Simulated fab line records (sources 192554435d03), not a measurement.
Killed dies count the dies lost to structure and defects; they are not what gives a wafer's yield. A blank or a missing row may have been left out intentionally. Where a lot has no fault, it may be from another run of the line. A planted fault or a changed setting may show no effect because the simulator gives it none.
Chamber matching :: flow n5-finfet :: rie-diel-01 running N5_BEOL_M5_ETCH_72: 4 sister chambers
The step etches underlayer in N2/H2, target depth 6.5 nm, time 5.2 s. 22 wafers are shown with their chamber, then 11 later ones without.

== EACH WAFER AND ITS CHAMBER ==
wafer: L075.3
chamber: 1
drypump-motor-current-A (A): 5.8
showerhead-plenum-p-Torr (Torr): 2.70
throttle-valve-pct (%): 17.54

wafer: L075.4
chamber: 1
drypump-motor-current-A (A): 5.8
showerhead-plenum-p-Torr (Torr): 2.70
throttle-valve-pct (%): 17.55

wafer: L075.5
chamber: 3
drypump-motor-current-A (A): 4.9
showerhead-plenum-p-Torr (Torr): 2.61
throttle-valve-pct (%): 17.87

wafer: L076.2
chamber: 2
drypump-motor-current-A (A): 6.4
showerhead-plenum-p-Torr (Torr): 2.64
throttle-valve-pct (%): 18.31

wafer: L076.4
chamber: 1
drypump-motor-current-A (A): 5.8
showerhead-plenum-p-Torr (Torr): 2.70
throttle-valve-pct (%): 17.55

wafer: L076.6
chamber: 0
drypump-motor-current-A (A): 6.0
showerhead-plenum-p-Torr (Torr): 2.62
throttle-valve-pct (%): 18.08

wafer: L081.1
chamber: 2
drypump-motor-current-A (A): 6.3
showerhead-plenum-p-Torr (Torr): 2.63
throttle-valve-pct (%): 18.30

wafer: L081.4
chamber: 1
drypump-motor-current-A (A): 5.8
showerhead-plenum-p-Torr (Torr): 2.70
throttle-valve-pct (%): 17.56

wafer: L081.6
chamber: 3
drypump-motor-current-A (A): 4.9
showerhead-plenum-p-Torr (Torr): 2.61
throttle-valve-pct (%): 17.45

wafer: L083.1
chamber: 1
drypump-motor-current-A (A): 5.8
showerhead-plenum-p-Torr (Torr): 2.70
throttle-valve-pct (%): 17.56

wafer: L083.2
chamber: 2
drypump-motor-current-A (A): 6.4
showerhead-plenum-p-Torr (Torr): 2.63
throttle-valve-pct (%): 18.28

wafer: L083.4
chamber: 1
drypump-motor-current-A (A): 5.8
showerhead-plenum-p-Torr (Torr): 2.70
throttle-valve-pct (%): 17.56

wafer: L085.2
chamber: 3
drypump-motor-current-A (A): 4.9
showerhead-plenum-p-Torr (Torr): 2.61
throttle-valve-pct (%): 17.47

wafer: L085.4
chamber: 0
drypump-motor-current-A (A): 6.0
showerhead-plenum-p-Torr (Torr): 2.61
throttle-valve-pct (%): 17.71

wafer: L085.6
chamber: 1
drypump-motor-current-A (A): 5.8
showerhead-plenum-p-Torr (Torr): 2.69
throttle-valve-pct (%): 17.57

wafer: L086.1
chamber: 1
drypump-motor-current-A (A): 5.8
showerhead-plenum-p-Torr (Torr): 2.69
throttle-valve-pct (%): 17.58

wafer: L086.2
chamber: 2
drypump-motor-current-A (A): 6.4
showerhead-plenum-p-Torr (Torr): 2.63
throttle-valve-pct (%): 18.31

wafer: L086.4
chamber: 0
drypump-motor-current-A (A): 6.0
showerhead-plenum-p-Torr (Torr): 2.61
throttle-valve-pct (%): 17.68

wafer: L087.2
chamber: 1
drypump-motor-current-A (A): 5.8
showerhead-plenum-p-Torr (Torr): 2.69
throttle-valve-pct (%): 17.57

wafer: L087.5
chamber: 0
drypump-motor-current-A (A): 6.0
showerhead-plenum-p-Torr (Torr): 2.61
throttle-valve-pct (%): 17.71

wafer: L087.6
chamber: 1
drypump-motor-current-A (A): 5.8
showerhead-plenum-p-Torr (Torr): 2.69
throttle-valve-pct (%): 17.58

wafer: L088.2
chamber: 0
drypump-motor-current-A (A): 6.0
showerhead-plenum-p-Torr (Torr): 2.61
throttle-valve-pct (%): 17.71

SIGNATURES (means of the wafers above)
reading: drypump-motor-current-A
chamber 0: 6.000
chamber 1: 5.800
chamber 2: 6.375
chamber 3: 4.900
scatter within a chamber: 0.0204

reading: showerhead-plenum-p-Torr
chamber 0: 2.6120
chamber 1: 2.6960
chamber 2: 2.6325
chamber 3: 2.6100
scatter within a chamber: 0.00468

reading: throttle-valve-pct
chamber 0: 17.7780
chamber 1: 17.5620
chamber 2: 18.3000
chamber 3: 17.5967
scatter within a chamber: 0.113
Rule: for a wafer and a chamber, the distance is found by dividing, reading by reading, the gap between the wafer's reading and the chamber's mean by the reading's scatter, squaring, summing and taking the root. If the next closest chamber is less than 2 further off than the closest, the wafer can't be placed; otherwise it belongs to the closest. The scatter: the root of (the sum of the squares of (reading less its chamber's mean) over the shown wafers, divided by (wafers less chambers)).

== WAFERS WITHOUT THEIR CHAMBER ==
wafer: L088.3
drypump-motor-current-A (A): 5.8
showerhead-plenum-p-Torr (Torr): 2.69
throttle-valve-pct (%): 17.60

wafer: L088.5
drypump-motor-current-A (A): 4.9
showerhead-plenum-p-Torr (Torr): 2.60
throttle-valve-pct (%): 17.48

wafer: L091.4
drypump-motor-current-A (A): 6.0
showerhead-plenum-p-Torr (Torr): 2.61
throttle-valve-pct (%): 17.72

wafer: L091.5
drypump-motor-current-A (A): 6.3
showerhead-plenum-p-Torr (Torr): 2.63
throttle-valve-pct (%): 18.35

wafer: L091.6
drypump-motor-current-A (A): 5.8
showerhead-plenum-p-Torr (Torr): 2.69
throttle-valve-pct (%): 17.59

wafer: L094.2
drypump-motor-current-A (A): 6.0
showerhead-plenum-p-Torr (Torr): 2.60
throttle-valve-pct (%): 17.74

wafer: L094.3
drypump-motor-current-A (A): 4.9
showerhead-plenum-p-Torr (Torr): 2.60
throttle-valve-pct (%): 17.50

wafer: L094.4
drypump-motor-current-A (A): 6.4
showerhead-plenum-p-Torr (Torr): 2.63
throttle-valve-pct (%): 18.36

wafer: L097.1
drypump-motor-current-A (A): 6.0
showerhead-plenum-p-Torr (Torr): 2.60
throttle-valve-pct (%): 17.69

wafer: L097.4
drypump-motor-current-A (A): 4.9
showerhead-plenum-p-Torr (Torr): 2.60
throttle-valve-pct (%): 17.51

wafer: L097.5
drypump-motor-current-A (A): 4.9
showerhead-plenum-p-Torr (Torr): 2.59
throttle-valve-pct (%): 17.53

== WHICH CHAMBER EACH WENT THROUGH ==
wafer: L088.3
from the rows above: 1
in truth: 1

wafer: L088.5
from the rows above: 3
in truth: 3

wafer: L091.4
from the rows above: 0
in truth: 0

wafer: L091.5
from the rows above: 2
in truth: 2

wafer: L091.6
from the rows above: 1
in truth: 1

wafer: L094.2
from the rows above: 0
in truth: 0

wafer: L094.3
from the rows above: 3
in truth: 3

wafer: L094.4
from the rows above: 2
in truth: 2

wafer: L097.1
from the rows above: 0
in truth: 0

wafer: L097.4
from the rows above: 3
in truth: 3

wafer: L097.5
from the rows above: 3
in truth: 3
Correct placement for 11 of the 11. Can't be placed from these rows: 0. Number placed wrongly: 0.
